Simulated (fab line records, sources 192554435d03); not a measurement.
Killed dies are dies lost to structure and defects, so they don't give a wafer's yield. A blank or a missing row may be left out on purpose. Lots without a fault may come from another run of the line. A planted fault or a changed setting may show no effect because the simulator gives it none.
Chamber matching | flow n5_finfet | N5_MOL_CONTACT_COAG_ETCHBACK_135 on rie_diel-03: 4 sister chambers
The step etches SiO2 in CHF3, target depth 25 nm, time 16.7 s. 8 wafers are shown with their chamber, then 10 later ones without.

WAFERS WITH THEIR CHAMBER
wafer  | chamber | throttle_valve_pct (%) | showerhead_plenum_p_Torr (Torr)
L075.5 | 0       | 18.89                  | 2.29
L076.3 | 3       | 18.61                  | 2.36
L078.5 | 2       | 18.55                  | 2.54
L080.6 | 2       | 18.55                  | 2.53
L082.2 | 0       | 18.92                  | 2.28
L082.4 | 3       | 18.63                  | 2.35
L083.4 | 1       | 19.13                  | 2.34
L083.5 | 1       | 19.12                  | 2.34

WAFERS WITHOUT THEIR CHAMBER
wafer  | throttle_valve_pct (%) | showerhead_plenum_p_Torr (Torr)
L083.6 | 18.92                  | 2.28
L088.4 | 18.66                  | 2.35
L088.5 | 19.14                  | 2.34
L088.6 | 18.59                  | 2.53
L092.2 | 18.61                  | 2.52
L092.4 | 19.15                  | 2.34
L092.6 | 19.15                  | 2.34
L094.1 | 18.70                  | 2.34
L094.2 | 18.64                  | 2.52
L094.4 | 18.97                  | 2.27

WHICH CHAMBER EACH WENT THROUGH
wafer  | from the rows above | in truth
L083.6 | 0                   | 0
L088.4 | 3                   | 3
L088.5 | 1                   | 1
L088.6 | 2                   | 2
L092.2 | 2                   | 2
L092.4 | 1                   | 1
L092.6 | 1                   | 1
L094.1 | 3                   | 3
L094.2 | 2                   | 2
L094.4 | 0                   | 0
Placed correctly: 10 of 10. Can't be placed from these rows: 0. Placed wrongly: 0.
How it was worked out, from the rows above alone: a wafer's distance from a chamber is the root of the sum, over the readings, of the square of ((its reading less the chamber's mean) divided by the reading's scatter). The wafer belongs to the nearest chamber; if the next one is less than 2 further off, it can't be placed. A chamber's mean is the mean of its shown wafers. The scatter: the root of (the sum of the squares of (reading less its chamber's mean) over the shown wafers, divided by (wafers less chambers)).
